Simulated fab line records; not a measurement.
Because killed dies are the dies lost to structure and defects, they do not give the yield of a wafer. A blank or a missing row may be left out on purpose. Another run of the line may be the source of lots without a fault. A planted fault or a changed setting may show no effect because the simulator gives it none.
Split-lot trial + flow n5 finfet + on a route of 1938 steps: 7 lots, 21 wafers read

== ON THE SPLIT ==
At N5_FIN_CUT_ETCH_21 (etches SOC in N2/H2, target depth 219 nm, overetch 43.8 nm, time 523.5 s), the setting bias w was moved away from the recipe's 61 W on 4 of the 21 wafers read, by -16.0% to +12.8%. All remaining wafers had this setting at the recipe value.

Reading taken at the split's own step.

== THE READING ==
rf vpp V, in V, at N5_FIN_CUT_ETCH_21 (etches SOC in N2/H2, target depth 219 nm, overetch 43.8 nm, time 523.5 s). Fault-free wafers of this fab line usually give 241.1 V, standard deviation 1.4 V.

| wafer  | tool, chamber at the split | bias w as run, W | against the recipe | rf vpp V, V | against lot-mates on the recipe |
|--------|----------------------------|------------------|--------------------|-------------|---------------------------------|
| L075.3 | rie diel-01, 0             | 61               | recipe             | 239.9       | -                               |
| L075.4 | rie diel-01, 2             | 61               | recipe             | 238.9       | -                               |
| L075.5 | rie diel-01, 3             | 61               | recipe             | 241.8       | -                               |
| L077.1 | rie diel-05, 0             | 61               | recipe             | 242.3       | -                               |
| L077.3 | rie diel-05, 3             | 61               | recipe             | 241.3       | -                               |
| L077.5 | rie diel-05, 3             | 61               | recipe             | 241.9       | -                               |
| L080.1 | rie diel-02, 1             | 61               | recipe             | 241.8       | -                               |
| L080.3 | rie diel-02, 2             | 53.88            | -11.7%             | 221.9       | -18.8                           |
| L080.4 | rie diel-02, 2             | 61               | recipe             | 239.6       | -                               |
| L082.3 | rie diel-02, 0             | 61               | recipe             | 241.0       | -                               |
| L082.4 | rie diel-02, 2             | 68.82            | +12.8%             | 259.2       | +17.1                           |
| L082.5 | rie diel-02, 0             | 61               | recipe             | 243.1       | -                               |
| L087.4 | rie diel-05, 1             | 61               | recipe             | 241.8       | -                               |
| L087.5 | rie diel-05, 1             | 61               | recipe             | 241.2       | -                               |
| L087.6 | rie diel-05, 2             | 61               | recipe             | 239.3       | -                               |
| L090.3 | rie diel-02, 1             | 61               | recipe             | 241.5       | -                               |
| L090.4 | rie diel-02, 3             | 61               | recipe             | 243.8       | -                               |
| L090.6 | rie diel-02, 1             | 51.24            | -16.0%             | 215.7       | -27.0                           |
| L091.2 | rie diel-01, 2             | 61               | recipe             | 238.0       | -                               |
| L091.3 | rie diel-01, 0             | 61               | recipe             | 240.8       | -                               |
| L091.4 | rie diel-01, 1             | 65.69            | +7.7%              | 254.3       | +14.9                           |

FIT RESULTS
A straight line over all 21 wafers: rf vpp V changes by +1.56 V for each +1% of bias w; r = +0.99; the points scatter about the line by 1.5 V.
The same after taking each lot's own level away (the mean of its wafers on the recipe; 21 wafers): +1.6 V for each +1%; r = +0.99; scatter 1.4 V.
According to that fit, moving bias w by its largest amount changes the reading by 26 V.
From 239.40 to 242.65 V: that is the span of the lots' own levels, equal to 2.3 times the standard deviation above.
Hence the lot-to-lot level has little effect on the slope; both slopes agree.
Check: for one of the wafers moved furthest among these (-16.0%), held out of the fit, the line's prediction against its lot-mates is -24.7 V. Against them it came out at -27 V.
Tool readings at the split's step, against how far the setting was moved: rf vpp V r = +0.99.

== THESE WAFERS: OTHER SPLITS ==
These wafers also went through other splits before the reading. Each is held against what the fit with the lots' levels taken away leaves over:
| other split on the same wafers  | wafers away from the commonest value | r with rf vpp V (lot level and that fit taken away) |
|---------------------------------|--------------------------------------|-----------------------------------------------------|
| N5_ZERO_LAYER_PECVD_02 time s   | 6                                    | +0.13                                               |
| N5_ZERO_LAYER_EXPOSE_08 dose mj | 5                                    | -0.08                                               |
| N5_WELL_APT_EXPOSE_22 dose mj   | 9                                    | -0.08                                               |
| N5_WELL_APT_PEB_23 peb time s   | 5                                    | +0.34                                               |

== THE WHOLE CHAIN: every reading that the file lists as answering this split, in the file's order ==
| step               | what it does                                                             | reading                                                                          | change (the file's fit)                | r (the file's) |
|--------------------|--------------------------------------------------------------------------|----------------------------------------------------------------------------------|----------------------------------------|----------------|
| N5_FIN_CUT_ETCH_21 | etches SOC in N2/H2, target depth 219 nm, overetch 43.8 nm, time 523.5 s | rf vpp V                                                                         | +1.6 V for each +1% of the setting     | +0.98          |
| N5_FIN_CUT_ETCH_21 | etches SOC in N2/H2, target depth 219 nm, overetch 43.8 nm, time 523.5 s | SiARC_of_FIN_CUT_COAT_19.thk nm (the simulator's own value, which no gauge read) | -0.0552 nm for each +1% of the setting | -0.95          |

== FILE'S OWN FIT ==
rf vpp V changes by +1.6 V for each +1% of bias w, r = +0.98.
